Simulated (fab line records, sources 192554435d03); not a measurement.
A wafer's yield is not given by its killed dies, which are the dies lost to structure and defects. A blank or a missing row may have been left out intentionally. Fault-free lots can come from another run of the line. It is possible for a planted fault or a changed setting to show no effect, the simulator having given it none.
Which tool was responsible? | flow n5-finfet | Sampling: 24 lots, 72 wafers, 4 of 1938 route steps

## WHAT EACH GAUGE READ, for each wafer
N5_BEOL_M4_CD_MEAS_11: the cd target is 16.79 nm.
lot  | measured     | on        | cd-nm (nm)
L074 | day 7 03:41  | cd-sem-03 | 16.87 16.60 16.86
L075 | day 7 12:39  | cd-sem-03 | 16.82 16.59 16.20
L076 | day 8 05:05  | cd-sem-01 | 16.72 16.93 17.08
L077 | day 8 20:17  | cd-sem-01 | 17.28 17.01 17.29
L081 | day 9 00:29  | cd-sem-02 | 17.06 16.71 16.98
L080 | day 9 00:32  | cd-sem-03 | 16.89 16.51 16.90
L078 | day 9 03:13  | cd-sem-01 | 16.32 16.69 16.77
L079 | day 9 04:32  | cd-sem-03 | 16.93 16.99 16.68
L082 | day 9 04:53  | cd-sem-03 | 16.80 16.67 16.34
L083 | day 9 18:28  | cd-sem-01 | 16.75 16.70 16.85
L084 | day 9 19:40  | cd-sem-01 | 17.01 16.74 16.71
L085 | day 10 14:56 | cd-sem-03 | 16.70 16.78 16.74
L087 | day 10 21:59 | cd-sem-02 | 16.62 16.75 16.96
L086 | day 11 05:12 | cd-sem-01 | 16.79 16.94 16.75
L088 | day 11 08:30 | cd-sem-03 | 16.82 16.88 16.95
L089 | day 11 08:27 | cd-sem-02 | 16.66 16.47 16.45
L090 | day 11 12:28 | cd-sem-03 | 16.59 16.97 17.28
L091 | day 11 13:37 | cd-sem-03 | 16.63 16.76 17.19
L093 | day 12 00:44 | cd-sem-01 | 16.85 16.60 16.53
L092 | day 12 03:39 | cd-sem-03 | 16.79 16.63 16.36
L094 | day 12 18:53 | cd-sem-03 | 16.88 16.57 16.75
L095 | day 13 07:56 | cd-sem-03 | 17.34 16.79 16.86
L096 | day 13 09:28 | cd-sem-03 | 17.08 16.84 16.57
L097 | day 13 15:52 | cd-sem-03 | 16.71 16.53 16.50

## TOOL THAT RAN EACH LOT (tool first, then ch and the chambers of the sampled wafers, then the start)
lot  | N5_BEOL_M3_ANNEAL_49         | N5_BEOL_M3_SPUTTER_96        | N5_BEOL_M3_DEP_57
L074 | pvd-sputter-02, day 6 23:58  | pvd-sputter-02, day 7 01:39  | pecvd-03 ch 0,1,2, day 7 02:38
L075 | pvd-sputter-01, day 7 08:25  | pvd-sputter-01, day 7 10:06  | pecvd-04 ch 1,2, day 7 11:07
L076 | pvd-sputter-02, day 7 21:33  | pvd-sputter-02, day 7 23:14  | pecvd-04 ch 0,2, day 8 00:13
L077 | pvd-sputter-03, day 8 15:52  | pvd-sputter-03, day 8 17:33  | pecvd-02 ch 0,2, day 8 18:32
L081 | pvd-sputter-03, day 8 20:20  | pvd-sputter-03, day 8 22:01  | pecvd-02 ch 0,2, day 8 23:02
L080 | pvd-sputter-01, day 8 21:05  | pvd-sputter-01, day 8 22:46  | pecvd-04 ch 0,1, day 8 23:44
L078 | pvd-sputter-03, day 8 22:13  | pvd-sputter-03, day 8 23:54  | pecvd-04 ch 0,2, day 9 00:53
L079 | pvd-sputter-03, day 9 00:16  | pvd-sputter-03, day 9 01:56  | pecvd-03 ch 0,2, day 9 02:55
L082 | pvd-sputter-02, day 9 00:38  | pvd-sputter-02, day 9 02:19  | pecvd-02 ch 1,2, day 9 03:18
L083 | pvd-sputter-03, day 9 13:56  | pvd-sputter-03, day 9 15:37  | pecvd-04 ch 0, day 9 16:38
L084 | pvd-sputter-01, day 9 15:42  | pvd-sputter-01, day 9 17:23  | pecvd-03 ch 0,1,2, day 9 18:23
L085 | pvd-sputter-02, day 10 10:14 | pvd-sputter-02, day 10 11:55 | pecvd-04 ch 0,1, day 10 13:11
L087 | pvd-sputter-01, day 10 15:54 | pvd-sputter-01, day 10 17:35 | pecvd-04 ch 0,1,2, day 10 19:45
L086 | pvd-sputter-03, day 11 01:32 | pvd-sputter-03, day 11 03:13 | pecvd-04 ch 0,2, day 11 04:11
L088 | pvd-sputter-03, day 11 05:04 | pvd-sputter-03, day 11 06:45 | pecvd-03 ch 0,1, day 11 07:47
L089 | pvd-sputter-02, day 11 05:05 | pvd-sputter-02, day 11 06:46 | pecvd-02 ch 0,1, day 11 07:45
L090 | pvd-sputter-03, day 11 08:26 | pvd-sputter-03, day 11 10:07 | pecvd-03 ch 0,1,2, day 11 11:11
L091 | pvd-sputter-01, day 11 10:06 | pvd-sputter-01, day 11 11:47 | pecvd-04 ch 0,1, day 11 12:46
L093 | pvd-sputter-03, day 11 19:44 | pvd-sputter-03, day 11 21:25 | pecvd-02 ch 0,1, day 11 22:53
L092 | pvd-sputter-02, day 11 23:52 | pvd-sputter-02, day 12 01:32 | pecvd-04 ch 0,1,2, day 12 02:32
L094 | pvd-sputter-01, day 12 14:14 | pvd-sputter-01, day 12 15:55 | pecvd-04 ch 0,2, day 12 17:17
L095 | pvd-sputter-03, day 13 01:33 | pvd-sputter-03, day 13 03:14 | pecvd-03 ch 0,1,2, day 13 04:18
L096 | pvd-sputter-01, day 13 05:30 | pvd-sputter-01, day 13 07:11 | pecvd-04 ch 0,2, day 13 08:10
L097 | pvd-sputter-03, day 13 11:18 | pvd-sputter-03, day 13 12:59 | pecvd-02 ch 0,1,2, day 13 14:04
- N5_BEOL_M3_ANNEAL_49: time 240 s.
- N5_BEOL_M3_SPUTTER_96: material Cu, target thk 4.5 nm, time 8.29 s.
- N5_BEOL_M3_DEP_57: deposits SiCN from 3MS/NH3, target thk 8 nm, time 14 s.

## AS READ BY THE TOOLS THEMSELVES (means over the sampled wafers that have a number; for cases with no such wafer, the mark the record gives instead)
N5_BEOL_M3_ANNEAL_49.
lot  | tool           | heater-power-w (W) | susceptor_temp_C_max
L074 | pvd-sputter-02 | 888                | 400.5
L075 | pvd-sputter-01 | 835                | 400.9
L076 | pvd-sputter-02 | 896                | 400.9
L077 | pvd-sputter-03 | 897                | 400.6
L081 | pvd-sputter-03 | 840                | 400.8
L080 | pvd-sputter-01 | 829                | 401.0
L078 | pvd-sputter-03 | 887                | 400.6
L079 | pvd-sputter-03 | 867                | 400.8
L082 | pvd-sputter-02 | 894                | 400.9
L083 | pvd-sputter-03 | 886                | 400.8
L084 | pvd-sputter-01 | 837                | 401.1
L085 | pvd-sputter-02 | 877                | 400.9
L087 | pvd-sputter-01 | 825                | 401.0
L086 | pvd-sputter-03 | 841                | 400.8
L088 | pvd-sputter-03 | 866                | 401.0
L089 | pvd-sputter-02 | 899                | 400.8
L090 | pvd-sputter-03 | 843                | 401.0
L091 | pvd-sputter-01 | 849                | 400.6
L093 | pvd-sputter-03 | 833                | 400.9
L092 | pvd-sputter-02 | 883                | 400.8
L094 | pvd-sputter-01 | 864                | 400.9
L095 | pvd-sputter-03 | 837                | 400.7
L096 | pvd-sputter-01 | 836                | 401.1
L097 | pvd-sputter-03 | 862                | 400.8

N5_BEOL_M3_SPUTTER_96.
lot  | tool           | substrate-temp-c (C) | throttle-valve-pct (%)
L074 | pvd-sputter-02 | -20.01               | 30.4
L075 | pvd-sputter-01 | -20.04               | 30.7
L076 | pvd-sputter-02 | -19.87               | 30.4
L077 | pvd-sputter-03 | -19.96               | 30.1
L081 | pvd-sputter-03 | -20.02               | 30.0
L080 | pvd-sputter-01 | -19.92               | 31.5
L078 | pvd-sputter-03 | -20.00               | 30.3
L079 | pvd-sputter-03 | -20.01               | 29.5
L082 | pvd-sputter-02 | -19.98               | 30.0
L083 | pvd-sputter-03 | -19.89               | 29.7
L084 | pvd-sputter-01 | -19.83               | 30.2
L085 | pvd-sputter-02 | -19.87               | 30.7
L087 | pvd-sputter-01 | -20.05               | 31.8
L086 | pvd-sputter-03 | -19.93               | 30.1
L088 | pvd-sputter-03 | -19.98               | 30.6
L089 | pvd-sputter-02 | -19.99               | 30.3
L090 | pvd-sputter-03 | -19.93               | 30.1
L091 | pvd-sputter-01 | -20.02               | 32.0
L093 | pvd-sputter-03 | -20.20               | 29.9
L092 | pvd-sputter-02 | -20.01               | 30.7
L094 | pvd-sputter-01 | -20.07               | 31.4
L095 | pvd-sputter-03 | -19.94               | 30.1
L096 | pvd-sputter-01 | -20.02               | 31.2
L097 | pvd-sputter-03 | -19.97               | 30.6

N5_BEOL_M3_DEP_57.
lot  | tool     | showerhead-plenum-p-Torr (Torr) | throttle-valve-pct (%)
L074 | pecvd-03 | 3.675                           | 9.1
L075 | pecvd-04 | 3.677                           | 9.7
L076 | pecvd-04 | 3.676                           | 9.5
L077 | pecvd-02 | 3.672                           | 8.9
L081 | pecvd-02 | 3.675                           | 8.8
L080 | pecvd-04 | 3.677                           | 9.8
L078 | pecvd-04 | 3.672                           | 9.7
L079 | pecvd-03 | 3.662                           | 9.2
L082 | pecvd-02 | 3.671                           | 8.8
L083 | pecvd-04 | 3.674                           | 9.9
L084 | pecvd-03 | 3.675                           | 9.0
L085 | pecvd-04 | 3.672                           | 9.8
L087 | pecvd-04 | 3.676                           | 9.4
L086 | pecvd-04 | 3.666                           | 9.1
L088 | pecvd-03 | 3.672                           | 8.9
L089 | pecvd-02 | 3.661                           | 8.9
L090 | pecvd-03 | 3.672                           | 8.8
L091 | pecvd-04 | 3.674                           | 9.7
L093 | pecvd-02 | 3.659                           | 8.9
L092 | pecvd-04 | 3.675                           | 9.3
L094 | pecvd-04 | 3.666                           | 9.4
L095 | pecvd-03 | 3.677                           | 9.0
L096 | pecvd-04 | 3.667                           | 8.9
L097 | pecvd-02 | 3.664                           | 8.8

## THE ANSWER, worked out from the rows above alone
Rule: the usual values come from the lots themselves. Put in order of their means at a reading, lots are off if they are a third of the lots or fewer, leave a main group of 4 or more, and stand apart from it by a gap of 3 or more times the standard deviation of the main group's means; of several such gaps the widest counts. Not used: any main group whose means are identical at the precision the tables above print for the reading. Also off: a lot with no number at a reading for which 4 or more lots have one. All remaining lots with rows at the step are treated as sound. The gauges are gone through in route order, then the tools' own readings, and for those a lot's mean is taken as printed above. The first step at which some lot is off is used, and at that step the reading that is off furthest; a lot without a number counts as furthest.
No lot is off on any of the readings shown, so nothing can be concluded from this.

## WHAT THE SIMULATOR PUT IN
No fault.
